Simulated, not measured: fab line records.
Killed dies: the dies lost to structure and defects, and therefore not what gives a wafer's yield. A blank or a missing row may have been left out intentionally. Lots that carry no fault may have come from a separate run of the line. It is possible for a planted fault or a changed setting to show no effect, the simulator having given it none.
Comparing a struck lot with a sound one / flow n5-finfet / 14 steps out of a route of 1938
Sound: wafers L576.2, L576.4, L576.6. Wafers L584.1, L584.3, L584.6 were the ones struck. The cause is given at the end.
For every step that has rows: the tool of each side, followed by ch and its chambers, followed by its first start. Under that, the readings that differ: sound wafers / struck wafers / difference of the means / sigmas: that difference in standard deviations of wafers without a fault.
alike: a reading whose means differ by less than 2 such deviations, as well as words and numbers matching on both sides. not compared: withheld readings; readings where some wafer has no value; bounds like >300 that might hide an equal value; numbers whose values overlap and for which the record gives no deviation.
A row with sigmas, a row that says differs or no value, or rows on one side alone: a step with any of these is where the two part. Numbers that don't overlap but have no deviation are shown without sigmas and don't part them. A reading missing from all wafers of one side parts the sides only when that side holds two or more wafers.

N5_BEOL_M15_VIA_ETCH_16: etches SiO2 in C4F8/O2/Ar, target depth 1792.2 nm.
  sound on rie-diel-03 ch 2,3, day 11 20:20; struck on rie-diel-03 ch 1,2, day 14 02:22
  alike: drypump-motor-current-A, he-inner-torr, oes-product-au, rf-vpp-V, showerhead-plenum-p-Torr, throttle-valve-pct
N5_BEOL_M15_STRIP_63: strips in O2.
  sound on rie-diel-03 ch 2,3; struck on rie-diel-03 ch 1,2
  alike: drypump-motor-current-A, oes-product-au, rf-vpp-V, showerhead-plenum-p-Torr, throttle-valve-pct
  not compared: rf-hours-counter-h
N5_BEOL_M15_STRIP_64: strips in O2.
  sound on rie-diel-03 ch 2,3; struck on rie-diel-03 ch 1,2
  alike: drypump-motor-current-A, oes-product-au, rf-vpp-V, showerhead-plenum-p-Torr, throttle-valve-pct
  not compared: rf-hours-counter-h
then, 2 steps without rows for these wafers: N5_BEOL_M15_STRIP_65 (strips in post etch residue remover, time 60 s); N5_BEOL_M15_SRD_66 (time 30 s, dry time 30 s).
N5_BEOL_M15_CD_MEAS_17 targets a cd of 360 nm.
  sound on cd-sem-03, day 11 20:45; struck on cd-sem-01, day 14 02:46
  alike: cd-nm
then, 1 step without rows for these wafers: N5_BEOL_M15_COAT_56 (time 60 s, resist thk 550 nm).
N5_BEOL_M15_ETCH_57: etches SOC in N2/H2, time 750 s.
  sound on rie-diel-02 ch 0,2,3, day 11 20:51; struck on rie-diel-01 ch 0,1,3, day 14 02:52
  alike: drypump-motor-current-A, oes-product-au, rf-vpp-V, showerhead-plenum-p-Torr, throttle-valve-pct
  not compared: rf-hours-counter-h
then, 4 steps without rows for these wafers: N5_BEOL_M15_COAT_60 (time 60 s, resist thk 89 nm); N5_BEOL_M15_COAT_22 (resist thk 800 nm); N5_BEOL_M15_EBR_24; N5_BEOL_M15_SOFTBAKE_23 (time 60 s).
N5_BEOL_M15_EXPOSE_25: exposes mask M15, target cd 400 nm.
  sound on krf-scanner-01 ch 0, day 11 21:35; struck on krf-scanner-01 ch 0, day 14 03:29
reading=exposure-dose-mJ-cm2; sound=35.42 35.39 35.46; struck=34.81 34.79 34.80; difference=-0.62; sigmas=-15
  alike: mask
then, 1 step without rows for these wafers: N5_BEOL_M15_PEB_26 (peb time 90 s).

WHERE THEY PART
N5_BEOL_M15_EXPOSE_25 only, going by this record.

WHY: whatever the simulator had introduced
Process parameter drift: krf-scanner-01, from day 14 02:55 on, at N5_BEOL_M15_EXPOSE_25. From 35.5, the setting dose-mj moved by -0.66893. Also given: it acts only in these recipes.
